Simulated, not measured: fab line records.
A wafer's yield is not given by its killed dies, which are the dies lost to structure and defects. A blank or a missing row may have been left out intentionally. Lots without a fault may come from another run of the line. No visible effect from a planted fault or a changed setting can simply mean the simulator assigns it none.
What tool caused it? | flow n5_finfet | Sampling: 24 lots, 72 wafers, 4 of 1938 route steps

== WHAT THE GAUGES SHOWED, per wafer ==
N5_BEOL_M9_THK_MEAS_01. Usual: M9_ILD_THK 269 nm, standard deviation 4.2.
lot  | measured     | on            | M9_ILD_THK (nm) | flag
L074 | day 9 05:36  | film_metro-01 | 260 267 273     |
L075 | day 9 15:11  | film_metro-02 | 263 265 266     |
L076 | day 9 22:57  | film_metro-01 | 265 261 270     |
L077 | day 9 23:55  | film_metro-01 | 266 266 272     |
L078 | day 10 03:05 | film_metro-01 | 262 272 270     |
L079 | day 10 07:38 | film_metro-01 | 269 268 274     |
L080 | day 10 13:16 | film_metro-01 | 264 264 268     |
L081 | day 11 10:05 | film_metro-02 | 262 262 264     |
L082 | day 11 18:39 | film_metro-02 | 264 264 265     |
L084 | day 12 00:11 | film_metro-01 | 267 264 271     |
L085 | day 12 01:19 | film_metro-02 | 271 265 268     |
L083 | day 12 03:37 | film_metro-01 | 269 273 270     |
L086 | day 12 20:23 | film_metro-01 | 265 270 274     |
L088 | day 12 21:47 | film_metro-01 | 268 271 274     |
L087 | day 12 22:50 | film_metro-02 | 266 266 268     |
L089 | day 13 07:27 | film_metro-02 | 270 272 272     |
L090 | day 13 17:48 | film_metro-02 | 258 261 267     |
L091 | day 13 22:26 | film_metro-01 | 273 271 277     |
L092 | day 14 01:54 | film_metro-01 | 273 275 277     |
L094 | day 14 10:00 | film_metro-02 | 270 271 266     |
L093 | day 14 12:20 | film_metro-01 | 268 271 268     |
L095 | day 14 16:37 | film_metro-02 | 270 273 277     |
L097 | day 15 01:29 | film_metro-01 | 266 264 273     |
L096 | day 15 01:38 | film_metro-01 | 270 274 271     |

N5_BEOL_M9_INSPECT_13: inspects for defects (brightfield). Usual: raw_defect_count 436, standard deviation 95.
lot  | measured     | on                | raw_defect_count | flag
L074 | day 9 06:19  | defect_inspect-02 | 336 362 432      |
L075 | day 9 16:07  | defect_inspect-01 | 528 452 564      |
L076 | day 10 00:32 | defect_inspect-01 | 568 487 488      |
L077 | day 10 00:50 | defect_inspect-02 | 342 408 586      |
L078 | day 10 05:42 | defect_inspect-01 | 369 257 369      |
L079 | day 10 09:17 | defect_inspect-01 | 390 381 330      |
L080 | day 10 15:17 | defect_inspect-02 | 511 496 443      |
L081 | day 11 11:16 | defect_inspect-02 | 437 444 474      |
L082 | day 11 19:36 | defect_inspect-01 | 492 341 304      |
L084 | day 12 01:20 | defect_inspect-02 | 371 258 375      |
L085 | day 12 02:13 | defect_inspect-01 | 465 330 581      |
L083 | day 12 05:23 | defect_inspect-02 | 447 462 576      |
L086 | day 12 22:59 | defect_inspect-01 | 480 671 516      |
L088 | day 12 23:25 | defect_inspect-02 | 532 432 394      |
L087 | day 12 23:37 | defect_inspect-02 | 553 446 421      |
L089 | day 13 11:04 | defect_inspect-02 | 423 400 394      |
L090 | day 13 19:08 | defect_inspect-01 | 263 372 539      |
L091 | day 14 00:50 | defect_inspect-01 | 439 366 751      |
L092 | day 14 03:25 | defect_inspect-02 | 382 371 498      |
L094 | day 14 11:28 | defect_inspect-02 | 368 455 396      |
L093 | day 14 14:04 | defect_inspect-01 | 387 531 369      |
L095 | day 14 18:20 | defect_inspect-01 | 773 494 568      |
L097 | day 15 04:05 | defect_inspect-01 | 390 430 339      |
L096 | day 15 04:17 | defect_inspect-02 | 328 488 432      |

N5_BEOL_M9_CD_MEAS_28: target cd 70 nm. Usual: cd_nm 70.0 nm, standard deviation 0.33.
lot  | measured     | on        | cd_nm (nm)     | flag
L074 | day 9 07:43  | cd_sem-03 | 70.7 70.5 70.0 |
L075 | day 9 17:29  | cd_sem-03 | 69.8 69.6 70.3 |
L076 | day 10 01:24 | cd_sem-03 | 69.8 69.9 69.6 |
L077 | day 10 02:00 | cd_sem-02 | 70.2 70.4 70.1 |
L078 | day 10 07:55 | cd_sem-02 | 69.6 69.8 70.0 |
L079 | day 10 11:04 | cd_sem-03 | 70.4 70.4 69.8 |
L080 | day 10 20:04 | cd_sem-01 | 70.4 70.1 70.1 |
L081 | day 11 13:02 | cd_sem-03 | 70.0 69.8 69.7 |
L082 | day 11 21:22 | cd_sem-03 | 70.7 70.3 70.2 |
L084 | day 12 04:29 | cd_sem-03 | 70.2 69.7 70.5 |
L085 | day 12 04:39 | cd_sem-01 | 70.1 70.1 70.3 |
L083 | day 12 07:13 | cd_sem-03 | 69.8 69.9 69.6 |
L086 | day 13 00:21 | cd_sem-02 | 70.2 70.1 69.7 |
L088 | day 13 01:55 | cd_sem-01 | 70.5 70.6 70.5 |
L087 | day 13 00:36 | cd_sem-02 | 70.4 70.0 70.2 |
L089 | day 13 13:35 | cd_sem-01 | 70.0 69.9 70.5 |
L090 | day 13 20:52 | cd_sem-01 | 70.0 70.0 69.4 |
L091 | day 14 01:38 | cd_sem-01 | 70.2 70.4 69.6 |
L092 | day 14 04:56 | cd_sem-01 | 70.1 69.7 69.8 |
L094 | day 14 13:47 | cd_sem-01 | 70.4 69.9 70.0 |
L093 | day 14 15:06 | cd_sem-02 | 70.6 70.2 70.4 |
L095 | day 14 20:43 | cd_sem-02 | 69.4 69.9 69.9 |
L097 | day 15 06:19 | cd_sem-03 | 69.6 69.6 69.4 |
L096 | day 15 08:11 | cd_sem-03 | 69.9 69.6 69.9 |

== TOOL THAT RAN EACH LOT (tool first, then ch and the chambers of the sampled wafers, then the start) ==
lot  | N5_BEOL_M8_ANNEAL_51
L074 | rtp_anneal-02 ch 0, day 9 04:19
L075 | rtp_anneal-01 ch 0, day 9 13:41
L076 | rtp_anneal-02 ch 0, day 9 21:37
L077 | rtp_anneal-01 ch 0, day 9 22:22
L078 | rtp_anneal-01 ch 0, day 10 01:43
L079 | rtp_anneal-01 ch 0, day 10 06:19
L080 | rtp_anneal-02 ch 0, day 10 11:56
L081 | rtp_anneal-01 ch 0, day 11 08:32
L082 | rtp_anneal-01 ch 0, day 11 17:19
L084 | rtp_anneal-02 ch 0, day 11 22:47
L085 | rtp_anneal-01 ch 0, day 11 23:46
L083 | rtp_anneal-02 ch 0, day 12 02:11
L086 | rtp_anneal-02 ch 0, day 12 18:57
L088 | rtp_anneal-02 ch 0, day 12 20:16
L087 | rtp_anneal-01 ch 0, day 12 21:27
L089 | rtp_anneal-01 ch 0, day 13 05:47
L090 | rtp_anneal-01 ch 0, day 13 16:18
L091 | rtp_anneal-02 ch 0, day 13 20:35
L092 | rtp_anneal-02 ch 0, day 14 00:34
L094 | rtp_anneal-01 ch 0, day 14 08:39
L093 | rtp_anneal-02 ch 0, day 14 11:04
L095 | rtp_anneal-02 ch 0, day 14 15:14
L097 | rtp_anneal-02 ch 0, day 15 00:08
L096 | rtp_anneal-01 ch 0, day 15 00:15
- N5_BEOL_M8_ANNEAL_51: time 90 s.

== WHAT THE TOOLS THEMSELVES READ (means of the sampled wafers that have a number; where no wafer has one, the mark that the record gives instead) ==
N5_BEOL_M8_ANNEAL_51. Usual: wafer_temp_C_max 225.90, standard deviation 0.23.
lot  | tool          | wafer_temp_C_max | flag
L074 | rtp_anneal-02 | 225.74           |
L075 | rtp_anneal-01 | 225.84           |
L076 | rtp_anneal-02 | 225.85           |
L077 | rtp_anneal-01 | 225.74           |
L078 | rtp_anneal-01 | 225.77           |
L079 | rtp_anneal-01 | 225.96           |
L080 | rtp_anneal-02 | 225.70           |
L081 | rtp_anneal-01 | 225.83           |
L082 | rtp_anneal-01 | 226.09           |
L084 | rtp_anneal-02 | 225.87           |
L085 | rtp_anneal-01 | 225.60           |
L083 | rtp_anneal-02 | 225.91           |
L086 | rtp_anneal-02 | 225.77           |
L088 | rtp_anneal-02 | 225.69           |
L087 | rtp_anneal-01 | 225.80           |
L089 | rtp_anneal-01 | 226.07           |
L090 | rtp_anneal-01 | 226.06           |
L091 | rtp_anneal-02 | 225.76           |
L092 | rtp_anneal-02 | 226.00           |
L094 | rtp_anneal-01 | 226.10           |
L093 | rtp_anneal-02 | 225.87           |
L095 | rtp_anneal-02 | 225.99           |
L097 | rtp_anneal-02 | 225.85           |
L096 | rtp_anneal-01 | 225.91           |

== THE ANSWER, worked out from the rows above alone ==
Rule: a lot counts as off when the mean over its wafers that have a number is more than 3 standard deviations away from the usual mean. A lot without any number at a reading at which 4 lots or more have one is off too. Any other lot the step has rows for is counted as sound. The gauges are gone through in route order, then the tools' own readings, and for those a lot's mean is taken as printed above. The first step at which some lot is off is used, and at that step the reading that is off furthest; a lot without a number counts as furthest.
No lot is off on any of the readings shown, so nothing can be concluded from this.

== WHAT WAS PUT IN BY THE SIMULATOR ==
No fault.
